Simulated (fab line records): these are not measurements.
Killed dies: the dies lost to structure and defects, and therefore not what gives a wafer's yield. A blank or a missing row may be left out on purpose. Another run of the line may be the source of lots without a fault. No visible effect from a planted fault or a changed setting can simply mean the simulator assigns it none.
fab line records | flow nand-harc
record: lots: 12 | wafers: 36 | last-day: 28
route steps=1159 shown P_ZERO_WELL@31 P_STI@100 END@1159
lots untouched by any fault: they come from a run of this same line in which no faults occurred
start-h: hours from the record's opening day to when the first of the lot's shown wafers began | wait-h: hours since the lot's step before | " unchanged from the row above | L1.1+2: several wafers, shown together as one row | - no value present, or no start provided | * or withheld: withheld | < > ~ a bound
route shown NAME@n: names a module that has steps shown in the file, with the first one's number in the route | usual: mean and standard deviation over wafers with no fault | same: alike in all rows | chamber/n: place in a boat | sites: each site's reading | _std_site: the standard deviation of these | _edge_site: mean of outer sites minus mean of inner sites | radius-mm: how far each site lies from the wafer's centre | mask NAME#n: copy n | behind: the last tool/chamber to shape the wafer | hold: the reason the lot was held/the length of the hold in hours/how it ended | device: the n, p or np transistor that did not switch | end of line: tests of these same wafers at the route's end | step lacking rows: just its recipe | killed: dies that structure and defects cost at the first sort, which is not the same as the wafer's yield | map: a wafer's dies, x killed, . not, _ none there
set.NAME: the run value of the setting; set.NAME@STEP: its run value at that earlier step | model.NAME: the simulator's own value behind a step, which no gauge read
a sample of lots followed through the steps of the route, with each step as a table and each wafer as a row
services: when a tool's chamber went out of use (start-h, in hours from the record's first day, below 0 if earlier), for how many hours, and the reason
== steps ==
step: NHARC_P_ZERO_WELL_DESCUM_26
recipe: time-s: 3 | o2-flow-sccm: 200 | ar-flow-sccm: 0 | bias-power-w: 0 | chemistry: O2
usual: drypump-motor-current-A: 5.5/0.58 | oes-product-au: 0.996/0.011 | rf-vpp-V: 57.9/0.9 | showerhead-plenum-p-Torr: 1.93/0.088 | throttle-valve-pct: 11.311/0.0098
lot.wafer | tool        | chamber | start-h | wait-h | drypump-motor-current-A | oes-product-au | rf-hours-counter-h | rf-vpp-V | showerhead-plenum-p-Torr | throttle-valve-pct
L951.1    | rie-diel-09 | 2       | 14.69   | -      | 5.3                     | 1.002          | 8.1                | 56.9     | 1.95                     | 11.307
L951.6    | "           | 0       | "       | "      | 6.2                     | 1.017          | -                  | 58.8     | 1.87                     | 11.331
L951.5    | "           | 1       | "       | "      | 6.3                     | 0.978          | -                  | 59.3     | 2.03                     | 11.317
L952.1    | rie-diel-03 | 2       | 20.91   | -      | 6.8                     | 0.997          | 7.1                | 58.1     | 2.03                     | 11.316
L952.2    | "           | 3       | "       | "      | 5.1                     | 1.006          | 6.3                | 57.8     | 1.82                     | 11.310
L952.5    | "           | 0       | "       | "      | 4.7                     | 0.991          | -                  | 58.0     | 2.04                     | 11.320
L954.4    | rie-diel-03 | 0       | 32.62   | -      | 4.7                     | 1.000          | 7.3                | 58.3     | 2.04                     | 11.322
L954.1    | "           | 2       | "       | "      | 6.8                     | 0.997          | 8.1                | 57.7     | 2.03                     | 11.319
L954.6    | "           | 0       | "       | "      | 4.7                     | 1.005          | -                  | 58.9     | 2.04                     | 11.307
L956.4    | rie-diel-10 | 2       | 44.62   | -      | 5.6                     | 0.986          | 3.0                | 60.1     | 2.03                     | 11.304
L956.6    | "           | 2       | "       | "      | 5.6                     | 0.996          | -                  | 59.2     | 2.03                     | 11.299
L956.5    | "           | 3       | "       | "      | 4.8                     | 0.990          | -                  | 57.0     | 1.79                     | 11.306
L959.2    | rie-diel-10 | 0       | 62.52   | -      | 5.9                     | 1.021          | 3.3                | 58.3     | 1.93                     | 11.314
L959.1    | "           | 1       | "       | "      | 5.2                     | 0.987          | 3.5                | 58.4     | 1.99                     | 11.308
L959.5    | "           | 2       | "       | "      | 5.7                     | 1.000          | -                  | 59.1     | 2.03                     | 11.311
L961.4    | rie-diel-10 | 1       | 74.77   | -      | 5.2                     | 1.001          | 4.2                | 56.9     | 1.99                     | 11.306
L961.2    | "           | 2       | "       | "      | 5.7                     | 0.992          | 4.8                | 59.2     | 2.03                     | 11.326
L961.5    | "           | 0       | "       | "      | 5.9                     | 1.014          | -                  | 56.6     | 1.93                     | 11.303
L964.2    | rie-diel-09 | 0       | 92.79   | -      | 6.2                     | 1.002          | 0.6                | 57.2     | 1.87                     | 11.299
L964.1    | "           | 1       | "       | "      | 6.3                     | 0.985          | 0.6                | 58.7     | 2.03                     | 11.322
L964.6    | "           | 2       | "       | "      | 5.3                     | 0.976          | -                  | 57.0     | 1.95                     | 11.324
L967.1    | rie-diel-10 | 3       | 110.76  | -      | 4.8                     | 0.989          | 6.6                | 59.3     | 1.79                     | 11.309
L967.2    | "           | 0       | "       | "      | 5.9                     | 1.011          | 6.7                | 57.9     | 1.93                     | 11.319
L967.6    | "           | 0       | "       | "      | 5.9                     | 1.011          | -                  | 58.7     | 1.93                     | 11.307
L969.1    | rie-diel-10 | 1       | 122.63  | -      | 5.2                     | 1.000          | 7.3                | 58.2     | 1.99                     | 11.306
L969.2    | "           | 0       | "       | "      | 5.9                     | 1.011          | 7.0                | 57.3     | 1.93                     | 11.317
L969.6    | "           | 2       | "       | "      | 5.7                     | 0.987          | -                  | 57.7     | 2.03                     | 11.300
L970.2    | rie-diel-09 | 3       | 128.49  | -      | 5.1                     | 1.005          | 2.0                | 58.2     | 1.88                     | 11.327
L970.1    | "           | 2       | "       | "      | 5.3                     | 0.971          | 2.0                | 58.4     | 1.95                     | 11.322
L970.6    | "           | 3       | "       | "      | 5.0                     | 1.001          | -                  | 56.0     | 1.88                     | 11.309
L971.3    | rie-diel-10 | 3       | 134.75  | -      | 4.8                     | 0.990          | 7.7                | 56.4     | 1.79                     | 11.324
L971.1    | "           | 2       | "       | "      | 5.7                     | 0.988          | 8.5                | 58.7     | 2.03                     | 11.304
L971.6    | "           | 3       | "       | "      | 4.8                     | 0.993          | -                  | 57.3     | 1.79                     | 11.313
L974.2    | rie-diel-09 | 1       | 152.83  | -      | 6.3                     | 0.982          | 2.5                | 57.8     | 2.03                     | 11.330
L974.1    | "           | 0       | "       | "      | 6.2                     | 0.995          | 2.6                | 57.8     | 1.87                     | 11.298
L974.6    | "           | 2       | "       | "      | 5.3                     | 0.969          | -                  | 58.7     | 1.95                     | 11.317
step: NHARC_P_ZERO_WELL_EXPOSE_49
recipe: na: 0.6 | target-cd-nm: 2000 | dose-mj: 22.64 | mask-id: P_HVPW
usual: exposure-dose-mJ-cm2: 22.640/0.023
same: na: 0.6
lot.wafer | tool           | chamber | start-h | wait-h | mask     | exposure-dose-mJ-cm2
L951.1    | krf-scanner-02 | 0       | 17.53   | -      | P_HVPW#0 | 22.624
L951.5    | "              | 0       | "       | "      | P_HVPW#0 | 22.615
L951.6    | "              | 0       | "       | "      | P_HVPW#0 | 22.637
L952.1    | krf-scanner-02 | 0       | 23.71   | -      | P_HVPW#0 | 22.648
L952.2    | "              | 0       | "       | "      | P_HVPW#0 | 22.615
L952.5    | "              | 0       | "       | "      | P_HVPW#0 | 22.662
L954.1    | krf-scanner-01 | 0       | 35.44   | -      | P_HVPW#0 | 22.653
L954.4    | "              | 0       | "       | "      | P_HVPW#0 | 22.680
L954.6    | "              | 0       | "       | "      | P_HVPW#0 | 22.714
L956.4    | krf-scanner-01 | 0       | 47.60   | -      | P_HVPW#0 | 22.631
L956.5    | "              | 0       | "       | "      | P_HVPW#0 | 22.583
L956.6    | "              | 0       | "       | "      | P_HVPW#0 | 22.610
L959.1    | krf-scanner-01 | 0       | 65.32   | -      | P_HVPW#0 | 22.625
L959.2    | "              | 0       | "       | "      | P_HVPW#0 | 22.621
L959.5    | "              | 0       | "       | "      | P_HVPW#0 | 22.631
L961.2    | krf-scanner-03 | 0       | 77.46   | -      | P_HVPW#0 | 22.655
L961.4    | "              | 0       | "       | "      | P_HVPW#0 | 22.672
L961.5    | "              | 0       | "       | "      | P_HVPW#0 | 22.616
L964.1    | krf-scanner-01 | 0       | 95.72   | -      | P_HVPW#0 | 22.641
L964.2    | "              | 0       | "       | "      | P_HVPW#0 | 22.638
L964.6    | "              | 0       | "       | "      | P_HVPW#0 | 22.637
L967.1    | krf-scanner-01 | 0       | 113.62  | -      | P_HVPW#0 | 29.424
L967.2    | "              | 0       | "       | "      | P_HVPW#0 | 29.463
L967.6    | "              | 0       | "       | "      | P_HVPW#0 | 29.448
L969.1    | krf-scanner-01 | 0       | 125.58  | -      | P_HVPW#0 | 29.421
L969.2    | "              | 0       | "       | "      | P_HVPW#0 | 29.413
L969.6    | "              | 0       | "       | "      | P_HVPW#0 | 29.412
L970.1    | krf-scanner-02 | 0       | 131.37  | -      | P_HVPW#0 | 22.599
L970.2    | "              | 0       | "       | "      | P_HVPW#0 | 22.630
L970.6    | "              | 0       | "       | "      | P_HVPW#0 | 22.597
L971.1    | krf-scanner-02 | 0       | 137.45  | -      | P_HVPW#0 | 22.634
L971.3    | "              | 0       | "       | "      | P_HVPW#0 | 22.656
L971.6    | "              | 0       | "       | "      | P_HVPW#0 | 22.647
L974.1    | krf-scanner-03 | 0       | 155.68  | -      | P_HVPW#0 | 22.624
L974.2    | "              | 0       | "       | "      | P_HVPW#0 | 22.614
L974.6    | "              | 0       | "       | "      | P_HVPW#0 | 22.622
step: NHARC_P_ZERO_WELL_CD_MEAS_52
recipe: target-cd-nm: 2000 | landing-energy-ev: 500
usual: cd-nm: 2000.1/1.5
lot.wafer | tool      | chamber | start-h | wait-h | cd-nm
L951.1    | cd-sem-03 | 0       | 17.68   | -      | 2000.5
L951.5    | "         | 0       | "       | "      | 2000.3
L951.6    | "         | 0       | "       | "      | 2000.0
L952.1    | cd-sem-02 | 0       | 23.87   | -      | 2000.3
L952.2    | "         | 0       | "       | "      | 2002.0
L952.5    | "         | 0       | "       | "      | 2001.2
L954.1    | cd-sem-02 | 0       | 35.59   | -      | 2001.9
L954.4    | "         | 0       | "       | "      | 2001.7
L954.6    | "         | 0       | "       | "      | 2002.9
L956.4    | cd-sem-03 | 0       | 47.75   | -      | 1996.3
L956.5    | "         | 0       | "       | "      | 1997.3
L956.6    | "         | 0       | "       | "      | 1997.0
L959.1    | cd-sem-02 | 0       | 65.48   | -      | 2001.4
L959.2    | "         | 0       | "       | "      | 2000.0
L959.5    | "         | 0       | "       | "      | 2001.1
L961.2    | cd-sem-01 | 0       | 77.62   | -      | 1998.8
L961.4    | "         | 0       | "       | "      | 2000.1
L961.5    | "         | 0       | "       | "      | 2002.6
L964.1    | cd-sem-02 | 0       | 95.88   | -      | 1999.9
L964.2    | "         | 0       | "       | "      | 2001.0
L964.6    | "         | 0       | "       | "      | 1996.7
L967.1    | cd-sem-01 | 0       | 113.77  | -      | 2043.8
L967.2    | "         | 0       | "       | "      | 2044.9
L967.6    | "         | 0       | "       | "      | 2042.7
L969.1    | cd-sem-03 | 0       | 125.74  | -      | 2043.4
L969.2    | "         | 0       | "       | "      | 2044.3
L969.6    | "         | 0       | "       | "      | 2047.8
L970.1    | cd-sem-02 | 0       | 131.53  | -      | 2002.5
L970.2    | "         | 0       | "       | "      | 1999.4
L970.6    | "         | 0       | "       | "      | 2000.7
L971.1    | cd-sem-01 | 0       | 137.60  | -      | 1997.6
L971.3    | "         | 0       | "       | "      | 1999.3
L971.6    | "         | 0       | "       | "      | 2000.4
L974.1    | cd-sem-02 | 0       | 155.83  | -      | 1998.0
L974.2    | "         | 0       | "       | "      | 1997.3
L974.6    | "         | 0       | "       | "      | 2001.1
step: NHARC_P_STI_CMP_21
recipe: t-overpolish-s: 20 | target-thk-nm: 380.67
usual: motor-current-A: 12.3/1 | overpolish-run-s: 19.999/0.0098
lot.wafer | tool   | chamber | start-h | wait-h | motor-current-A | overpolish-run-s
L951.1    | cmp-02 | 2       | 94.62   | 0.5    | 13.5            | 19.990
L951.5    | "      | 1       | "       | "      | 11.2            | 19.994
L951.6    | "      | 2       | "       | "      | 13.1            | 19.997
L952.1    | cmp-04 | 1       | 94.77   | 0.7    | 11.5            | 19.999
L952.2    | "      | 3       | "       | "      | 12.8            | 19.997
L952.5    | "      | 1       | "       | "      | 11.4            | 20.006
L954.4    | cmp-01 | 1       | 94.77   | 0.7    | 13.6            | 20.007
L954.1    | "      | 3       | "       | "      | 12.7            | 19.999
L954.6    | "      | 0       | "       | "      | 12.5            | 19.989
L959.1    | cmp-04 | 3       | 98.45   | 0.4    | 11.9            | 20.006
L959.2    | "      | 0       | "       | "      | 12.4            | 19.989
L959.5    | "      | 3       | "       | "      | 12.5            | 20.002
L956.4    | cmp-01 | 1       | 98.67   | 0.6    | 12.8            | 20.006
L956.6    | "      | 2       | "       | "      | 10.9            | 19.998
L956.5    | "      | 3       | "       | "      | 12.7            | 20.000
L961.2    | cmp-04 | 3       | 116.31  | 0.4    | 11.5            | 20.000
L961.4    | "      | 2       | "       | "      | 13.1            | 19.990
L961.5    | "      | 3       | "       | "      | 12.7            | 20.019
L964.1    | cmp-01 | 0       | 133.31  | 0.4    | 13.2            | 19.996
L964.2    | "      | 3       | "       | "      | 13.2            | 19.993
L964.6    | "      | 1       | "       | "      | 13.1            | 19.997
L967.1    | cmp-01 | 3       | 150.93  | 0.4    | 13.1            | 19.999
L967.2    | "      | 0       | "       | "      | 11.9            | 19.991
L967.6    | "      | 0       | "       | "      | 13.0            | 20.003
L969.1    | cmp-01 | 0       | 158.38  | 0.4    | 12.5            | 20.000
L969.2    | "      | 1       | "       | "      | 13.2            | 20.005
L969.6    | "      | 3       | "       | "      | 13.7            | 20.014
L970.2    | cmp-04 | 3       | 170.29  | 0.4    | 12.5            | 19.993
L970.1    | "      | 0       | "       | "      | 11.7            | 19.978
L970.6    | "      | 0       | "       | "      | 11.6            | 19.982
L971.3    | cmp-01 | 0       | 175.95  | 0.4    | 12.4            | 20.002
L971.1    | "      | 1       | "       | "      | 12.7            | 19.999
L971.6    | "      | 3       | "       | "      | 13.4            | 19.980
L974.1    | cmp-02 | 3       | 188.35  | 0.4    | 11.0            | 19.995
L974.2    | "      | 1       | "       | "      | 11.3            | 20.014
L974.6    | "      | 2       | "       | "      | 13.1            | 19.997
step: NHARC_P_STI_INSPECT_25
usual: raw-defect-count: 192/67
lot.wafer | tool              | chamber | start-h | wait-h | raw-defect-count
L952.1    | defect-inspect-02 | -       | 103.09  | 0.4    | 109
L952.2    | "                 | -       | "       | "      | 128
L952.5    | "                 | -       | "       | "      | 149
L954.1    | defect-inspect-01 | -       | 103.10  | 0.4    | 159
L954.4    | "                 | -       | "       | "      | 227
L954.6    | "                 | -       | "       | "      | 184
L951.1    | defect-inspect-02 | -       | 103.10  | 0.4    | 253
L951.5    | "                 | -       | "       | "      | 342
L951.6    | "                 | -       | "       | "      | 270
L959.1    | defect-inspect-02 | -       | 106.92  | 0.4    | 121
L959.2    | "                 | -       | "       | "      | 166
L959.5    | "                 | -       | "       | "      | 177
L956.4    | defect-inspect-01 | -       | 106.92  | 0.4    | 177
L956.5    | "                 | -       | "       | "      | 257
L956.6    | "                 | -       | "       | "      | 167
L961.2    | defect-inspect-02 | -       | 126.44  | 0.4    | 146
L961.4    | "                 | -       | "       | "      | 136
L961.5    | "                 | -       | "       | "      | 145
L964.1    | defect-inspect-01 | -       | 142.55  | 0.4    | 350
L964.2    | "                 | -       | "       | "      | 200
L964.6    | "                 | -       | "       | "      | 213
L967.1    | defect-inspect-02 | -       | 160.65  | 0.4    | 258
L967.2    | "                 | -       | "       | "      | 204
L967.6    | "                 | -       | "       | "      | 278
L969.1    | defect-inspect-01 | -       | 168.79  | 0.4    | 185
L969.2    | "                 | -       | "       | "      | 109
L969.6    | "                 | -       | "       | "      | 284
L970.1    | defect-inspect-01 | -       | 179.60  | 0.4    | 113
L970.2    | "                 | -       | "       | "      | 160
L970.6    | "                 | -       | "       | "      | 114
L971.1    | defect-inspect-01 | -       | 185.76  | 0.4    | 91
L971.3    | "                 | -       | "       | "      | 86
L971.6    | "                 | -       | "       | "      | 134
L974.1    | defect-inspect-01 | -       | 196.78  | 0.4    | 152
L974.2    | "                 | -       | "       | "      | 160
L974.6    | "                 | -       | "       | "      | 229
step: NHARC_END_SORT_01
recipe: temp-c: 25
usual: killed-at-array: 29/11 | killed-at-other: 0.5/0.85 | killed-at-periphery: 3.0/2.3 | killed-dies: 33/12 | killed-open: 3.3/1.9 | killed-short: 2.0/1.5
same: gross-dies: 677
lot.wafer | tool      | chamber | start-h | wait-h | killed-at-array | killed-at-other | killed-at-periphery | killed-dies | killed-open | killed-short
L951.1    | prober-01 | 0       | 572.20  | 2.5    | 21              | 1               | 3                   | 25          | 3           | 1
L951.5    | prober-01 | 0       | 575.39  | 3.7    | 32              | 0               | 3                   | 35          | 8           | 1
L951.6    | prober-01 | 0       | 576.18  | 4.0    | 30              | 0               | 1                   | 31          | 3           | 1
L952.1    | prober-01 | 0       | 579.98  | 2.5    | 41              | 0               | 4                   | 45          | 1           | 3
L952.2    | prober-01 | 0       | 580.78  | 2.8    | 33              | 0               | 3                   | 36          | 4           | 1
L952.5    | prober-01 | 0       | 583.15  | 3.7    | 53              | 0               | 7                   | 60          | 6           | 2
L969.1    | prober-02 | 0       | 638.68  | 2.5    | 16              | 0               | 3                   | 19          | 1           | 1
L969.2    | prober-02 | 0       | 639.48  | 2.8    | 17              | 0               | 0                   | 17          | 3           | 0
L969.6    | prober-02 | 0       | 642.69  | 4.0    | 15              | 0               | 2                   | 17          | 2           | 4
L967.1    | prober-01 | 0       | 649.98  | 2.5    | 29              | 1               | 3                   | 33          | 7           | 1
L967.2    | prober-01 | 0       | 650.78  | 2.8    | 22              | 0               | 2                   | 24          | 1           | 0
L967.6    | prober-01 | 0       | 653.98  | 4.0    | 32              | 0               | 4                   | 36          | 4           | 0
killed by level:class
L951.1 A_SLIT:chamber-film-flake=9 A_CONTACT:chamber-film-flake=5 P_ZERO_WELL:chamber-film-flake=2 A_CHANNEL_HOLE_D1:chamber-film-flake=2 P_CONTACT:geometric-particle:open=1 A_WL_FILL:geometric-particle:open=1 A_CONTACT:geometric-particle:open=1 A_CONTACT:geometric-particle:short=1
L951.5 A_SLIT:chamber-film-flake=10 A_CONTACT:chamber-film-flake=10 A_CONTACT:geometric-particle:open=3 A_CHANNEL_HOLE_D1:chamber-film-flake=3 P_GATE:geometric-particle:open=1 P_CONTACT:geometric-particle:open=1 A_SOURCE_PLATE:geometric-particle:open=1 A_ONON_D1:geometric-particle:open=1
L951.6 A_SLIT:chamber-film-flake=18 A_CHANNEL_HOLE_D1:chamber-film-flake=3 A_STAIRCASE:chamber-film-flake=2 A_CONTACT:chamber-film-flake=2 P_M0:geometric-particle:open=1 A_CHANNEL_HOLE_D1:geometric-particle:open=1 A_CONTACT:geometric-particle:short=1 A_BLC:geometric-particle:open=1
L952.1 A_SLIT:chamber-film-flake=16 A_CHANNEL_HOLE_D1:chamber-film-flake=15 A_CONTACT:chamber-film-flake=3 A_STAIRCASE:chamber-film-flake=3 A_M1:chamber-film-flake=2 P_GATE:geometric-particle:short=1 P_GATE:geometric-particle:open=1 A_SOURCE_PLATE:geometric-particle:short=1
L952.2 A_CHANNEL_HOLE_D1:chamber-film-flake=11 A_SLIT:chamber-film-flake=11 A_CONTACT:chamber-film-flake=4 A_CONTACT:geometric-particle:open=2 A_STAIRCASE:chamber-film-flake=2 P_GATE:geometric-particle:open=1 A_CHANNEL_FILL_D1:geometric-particle:open=1 A_CHANNEL_FILL_D1:geometric-particle:short=1
L952.5 A_CHANNEL_HOLE_D1:chamber-film-flake=18 A_SLIT:chamber-film-flake=18 A_CONTACT:chamber-film-flake=6 A_STAIRCASE:chamber-film-flake=3 A_BLC:geometric-particle:open=2 P_GATE:chamber-film-flake=2 A_M1:chamber-film-flake=2 P_GATE:geometric-particle:open=1
L969.1 A_BONDPAD:chamber-film-flake=6 A_CHANNEL_HOLE_D1:chamber-film-flake=5 A_STAIRCASE:chamber-film-flake=3 P_M1:geometric-particle:short=1 A_M0:geometric-particle:open=1 P_GATE:chamber-film-flake=1 P_M2:chamber-film-flake=1 A_BLC:chamber-film-flake=1
L969.2 A_CHANNEL_HOLE_D1:chamber-film-flake=9 A_STAIRCASE:chamber-film-flake=3 A_CONTACT:geometric-particle:open=2 A_BONDPAD:chamber-film-flake=2 A_SOURCE_PLATE:geometric-particle:open=1
L969.6 A_CHANNEL_HOLE_D1:chamber-film-flake=6 A_CHANNEL_FILL_D1:geometric-particle:short=2 A_BONDPAD:chamber-film-flake=2 P_CONTACT:geometric-particle:short=1 A_ONON_D1:geometric-particle:short=1 A_M0:geometric-particle:open=1 A_M1:geometric-particle:open=1 P_GATE:chamber-film-flake=1
L967.1 A_CHANNEL_HOLE_D1:chamber-film-flake=19 A_CONTACT:chamber-film-flake=3 A_CONTACT:geometric-particle:open=2 A_M0:geometric-particle:open=2 A_SLIT:chamber-film-flake=2 P_CONTACT:geometric-particle:open=1 P_M1:geometric-particle:open=1 A_WL_FILL:geometric-particle:short=1
L967.2 A_CHANNEL_HOLE_D1:chamber-film-flake=16 P_ZERO_WELL:chamber-film-flake=2 A_STAIRCASE:chamber-film-flake=2 A_SLIT:chamber-film-flake=2 A_M0:geometric-particle:open=1 A_BLC:chamber-film-flake=1
L967.6 A_CHANNEL_HOLE_D1:chamber-film-flake=24 A_SLIT:chamber-film-flake=6 P_ZERO_WELL:chamber-film-flake=2 P_CONTACT:geometric-particle:open=1 P_M1:geometric-particle:open=1 A_ONON_D1:geometric-particle:open=1 A_CHANNEL_FILL_D1:geometric-particle:open=1
== services ==
tool           | chamber | start-h | hours | kind
krf-scanner-03 | -       | -4.00   | 4.0   | pm
rie-diel-10    | -       | -0.50   | 9.0   | pm
rie-diel-09    | 1       | 0.69    | 4.9   | repair
cmp-04         | -       | 7.14    | 4.0   | pm
rie-diel-10    | 1       | 10.61   | 5.9   | repair
cmp-02         | -       | 10.86   | 1.4   | repair
cmp-02         | -       | 21.84   | 0.4   | repair
cmp-01         | -       | 25.79   | 1.0   | repair
rie-diel-10    | -       | 29.80   | 0.9   | repair
krf-scanner-02 | -       | 38.00   | 4.0   | pm
cmp-01         | -       | 54.38   | 10.5  | repair
cmp-04         | -       | 63.32   | 0.6   | repair
rie-diel-09    | 3       | 73.99   | 9.8   | repair
rie-diel-09    | -       | 77.10   | 9.0   | pm
cmp-01         | -       | 81.50   | 4.0   | pm
krf-scanner-01 | -       | 84.00   | 4.0   | pm
cmp-04         | -       | 105.14  | 4.0   | pm
krf-scanner-01 | -       | 110.63  | 0.5   | repair
cmp-01         | -       | 112.13  | 0.5   | repair
krf-scanner-02 | -       | 131.74  | 0.8   | repair
cmp-01         | -       | 143.51  | 2.5   | repair
rie-diel-09    | 3       | 144.54  | 2.2   | repair
rie-diel-10    | -       | 176.50  | 9.0   | pm
cmp-01         | -       | 179.50  | 4.0   | pm
== key ==
first-sign: step: NHARC_P_ZERO_WELL_EXPOSE_49 | reading: exposure-dose-mJ-cm2 | direction: up | sigmas: 99+ | usual: 22.640 | struck: 29.430
effect: step: NHARC_P_ZERO_WELL_CD_MEAS_52 | reading: cd-nm | direction: up | sigmas: 29 | usual: 2000.1 | struck: 2044.5
met-at NHARC_P_ZERO_WELL_EXPOSE_49
struck-lots L967,L969
tester-left-out L967,L969
not-acting-at NHARC_P_ZERO_WELL_DESCUM_26,NHARC_P_STI_CMP_21,NHARC_P_STI_INSPECT_25
onset-between 95.72 113.62
fault: kind: process-parameter-drift | tool: krf-scanner-01 | chamber: - | onset-h: 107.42 | steps: NHARC_P_ZERO_WELL_EXPOSE_49 | channel: dose-mj | offset: 6.7885 | shape: step | acts-in: these-recipes-only | stated: 22.64
tester-left-out: of these lots the tester's yield and bins aren't shown, on N5 and GAA mostly nor the transistor test; their killed dies are dies lost to structure and defects alone, not to doping, threshold or leakage, so they don't give the yield
